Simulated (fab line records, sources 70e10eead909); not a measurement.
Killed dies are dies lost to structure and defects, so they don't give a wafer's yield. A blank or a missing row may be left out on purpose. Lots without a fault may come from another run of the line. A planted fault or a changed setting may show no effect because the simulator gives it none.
Which tool did it? | flow nand_harc | 14 lots, 42 wafers sampled, at 3 steps of a route of 1302

WHAT THE GAUGES READ, wafer by wafer
NHARC_A_BLC_CD_MEAS_10: target cd 100 nm.
lot  | measured     | on        | cd_nm (nm)
L778 | day 22 14:39 | cd_sem-01 | 99.4 101.4 99.3
L780 | day 23 07:17 | cd_sem-03 | 100.4 99.6 99.5
L782 | day 23 20:40 | cd_sem-01 | 100.2 100.6 100.5
L783 | day 24 21:17 | cd_sem-03 | 100.0 100.0 99.3
L785 | day 25 19:43 | cd_sem-03 | 100.4 99.6 100.8
L786 | day 25 19:56 | cd_sem-03 | 101.1 99.5 100.2
L788 | day 26 10:27 | cd_sem-01 | 98.9 99.9 100.2
L789 | day 26 11:47 | cd_sem-03 | 100.0 100.5 99.6
L793 | day 28 09:40 | cd_sem-03 | 100.9 100.0 100.9
L794 | day 29 14:55 | cd_sem-02 | 99.2 99.1 99.8
L796 | day 30 10:55 | cd_sem-02 | 119.2 119.7 118.4
L798 | day 31 00:59 | cd_sem-01 | 101.7 101.0 101.0
L800 | day 31 15:56 | cd_sem-02 | 120.1 118.6 118.4
L801 | day 32 06:11 | cd_sem-01 | 99.6 101.6 100.2

WHICH TOOL RAN EACH LOT (tool, then ch and the chambers of the sampled wafers, then the start)
lot  | NHARC_A_CONTACT_CVD_19                   | NHARC_A_BLC_PEB_08
L778 | cvd_w-01 ch 0,1, day 22 14:35 or earlier | litho_track-06 ch 0, day 22 14:35
L780 | cvd_w-02 ch 0,1, day 23 07:12 or earlier | litho_track-04 ch 0, day 23 07:12
L782 | cvd_w-02 ch 0,1, day 23 20:35 or earlier | litho_track-04 ch 0, day 23 20:35
L783 | cvd_w-01 ch 0,1, day 24 21:13 or earlier | litho_track-06 ch 0, day 24 21:13
L785 | cvd_w-02 ch 0,1, day 25 19:37 or earlier | litho_track-06 ch 0, day 25 19:37
L786 | cvd_w-01 ch 0,1, day 25 19:52 or earlier | litho_track-04 ch 0, day 25 19:52
L788 | cvd_w-02 ch 0,1, day 26 10:22 or earlier | litho_track-06 ch 0, day 26 10:22
L789 | cvd_w-01 ch 1, day 26 11:43 or earlier   | litho_track-06 ch 0, day 26 11:43
L793 | cvd_w-02 ch 0,1, day 28 09:35 or earlier | litho_track-06 ch 0, day 28 09:35
L794 | cvd_w-01 ch 0,1, day 29 14:50 or earlier | litho_track-06 ch 0, day 29 14:50
L796 | cvd_w-01 ch 0,1, day 30 10:50 or earlier | litho_track-04 ch 0, day 30 10:50
L798 | cvd_w-02 ch 0,1, day 31 00:54 or earlier | litho_track-01 ch 0, day 31 00:54
L800 | cvd_w-02 ch 0,1, day 31 15:52 or earlier | litho_track-04 ch 0, day 31 15:52
L801 | cvd_w-01 ch 0,1, day 32 06:06 or earlier | litho_track-01 ch 0, day 32 06:06
- NHARC_A_CONTACT_CVD_19: deposits W, target thk 300 nm, time 802 s.
- NHARC_A_BLC_PEB_08: peb time 65 s.

WHAT THE TOOLS THEMSELVES READ (means of the sampled wafers that have a number; where no wafer has one, the mark that the record gives instead)
NHARC_A_CONTACT_CVD_19.
lot  | tool     | heater_power_w (W) | throttle_valve_pct (%)
L778 | cvd_w-01 | 467                | 7.96
L780 | cvd_w-02 | 466                | 8.11
L782 | cvd_w-02 | 433                | 8.07
L783 | cvd_w-01 | 443                | 8.03
L785 | cvd_w-02 | 435                | 8.13
L786 | cvd_w-01 | 444                | 8.14
L788 | cvd_w-02 | 432                | 8.21
L789 | cvd_w-01 | 414                | 8.26
L793 | cvd_w-02 | 407                | 7.92
L794 | cvd_w-01 | 446                | 8.05
L796 | cvd_w-01 | 452                | 8.20
L798 | cvd_w-02 | 407                | 8.34
L800 | cvd_w-02 | 406                | 8.10
L801 | cvd_w-01 | 459                | 7.80

THE ANSWER, worked out from the rows above alone
Rule: what is usual is taken from the lots themselves. Put in order of their means at a reading, lots are off if they are a third of the lots or fewer, leave a main group of 4 or more, and stand apart from it by a gap of 3 or more times the standard deviation of the main group's means; of several such gaps the widest counts. A main group whose means are all the same, to the digits that the tables above print for the reading, isn't used. A lot without any number at a reading at which 4 lots or more have one is off too. The other lots that the step has rows for count as sound. The gauges are gone through in route order, then the tools' own readings, and for those a lot's mean is taken as printed above. The first step at which some lot is off is used, and at that step the reading that is off furthest; a lot without a number counts as furthest.
Off: L796, L800, at NHARC_A_BLC_CD_MEAS_10 (cd_nm). The main group: mean 100.2 nm, standard deviation 0.47.
A tool fits if, at a process step before that reading, it ran every lot that is off, and no sound lot after the first of them. The gauges at NHARC_A_BLC_CD_MEAS_10 are tried like those tools. NHARC_A_CONTACT_CVD_19 gives no start for some lots, so the hours and the order of its lots are those of NHARC_A_BLC_PEB_08. Can't be told from this: 2 tools fit, litho_track-04 at NHARC_A_BLC_PEB_08, cd_sem-02 at NHARC_A_BLC_CD_MEAS_10.

WHAT THE SIMULATOR HAD PUT IN
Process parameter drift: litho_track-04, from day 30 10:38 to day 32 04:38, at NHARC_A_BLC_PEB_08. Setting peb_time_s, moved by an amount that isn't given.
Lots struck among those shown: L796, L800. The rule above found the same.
